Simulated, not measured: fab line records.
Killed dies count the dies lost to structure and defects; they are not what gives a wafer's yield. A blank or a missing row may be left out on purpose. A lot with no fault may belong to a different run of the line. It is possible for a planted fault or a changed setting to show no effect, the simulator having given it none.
Chamber matching    flow n5_finfet    N5_BEOL_M13_ETCH_67 on rie_diel-05 has 4 sister chambers
The step etches SiARC in CF4, target depth 143 nm, time 238.3 s. 14 wafers are shown with their chamber, then 7 later ones without.

## EACH WAFER AND ITS CHAMBER
wafer   chamber  showerhead_plenum_p_Torr (Torr)  throttle_valve_pct (%)  oes_product_au (a.u.)
L075.2  1        2.13                             15.53                   0.63
L075.5  0        2.28                             15.73                   0.78
L075.6  3        2.20                             15.90                   0.57
L077.3  1        2.13                             15.54                   0.63
L077.5  3        2.20                             15.90                   0.58
L077.6  1        2.13                             15.54                   0.64
L082.1  2        2.28                             15.07                   0.82
L082.4  0        2.27                             15.77                   0.77
L082.5  1        2.13                             15.55                   0.61
L084.1  1        2.13                             15.57                   0.62
L084.3  0        2.27                             15.78                   0.76
L084.4  2        2.28                             15.10                   0.81
L085.3  1        2.13                             15.57                   0.62
L085.5  2        2.28                             15.10                   0.80

SIGNATURES (averages over the wafers above)
reading                   chamber 0  chamber 1  chamber 2  chamber 3  scatter within a chamber
showerhead_plenum_p_Torr  2.2733     2.1300     2.2800     2.2000     0.00258
throttle_valve_pct        15.7600    15.5500    15.0900    15.9000    0.0184
oes_product_au            0.7700     0.6250     0.8100     0.5750     0.01
Rule: distance of a wafer from a chamber = root of the sum over the readings of ((wafer's reading minus chamber's mean) / reading's scatter) squared. If the next closest chamber is less than 2 further off than the closest, the wafer can't be placed; otherwise it belongs to the closest. The scatter is the square root of a quotient: the sum, over the shown wafers, of each reading's squared deviation from its chamber's mean, divided by wafers minus chambers.

## WAFERS MISSING THEIR CHAMBER
wafer   showerhead_plenum_p_Torr (Torr)  throttle_valve_pct (%)  oes_product_au (a.u.)
L085.6  2.27                             15.78                   0.76
L088.1  2.12                             15.60                   0.60
L088.2  2.20                             15.45                   0.86
L088.4  2.27                             15.10                   0.78
L094.1  2.12                             15.64                   0.60
L094.3  2.19                             15.47                   0.83
L094.5  2.27                             15.14                   0.77

## WHICH CHAMBER EACH ONE RAN IN
wafer    from the rows above   in truth
L085.6   0                     0
L088.1   1                     1
L088.2   0                     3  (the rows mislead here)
L088.4   2                     2
L094.1   1                     1
L094.3   1                     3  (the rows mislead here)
L094.5   2                     2
Correct placement for 5 of the 7. From these rows, 0 cannot be placed. Number placed wrongly: 2.
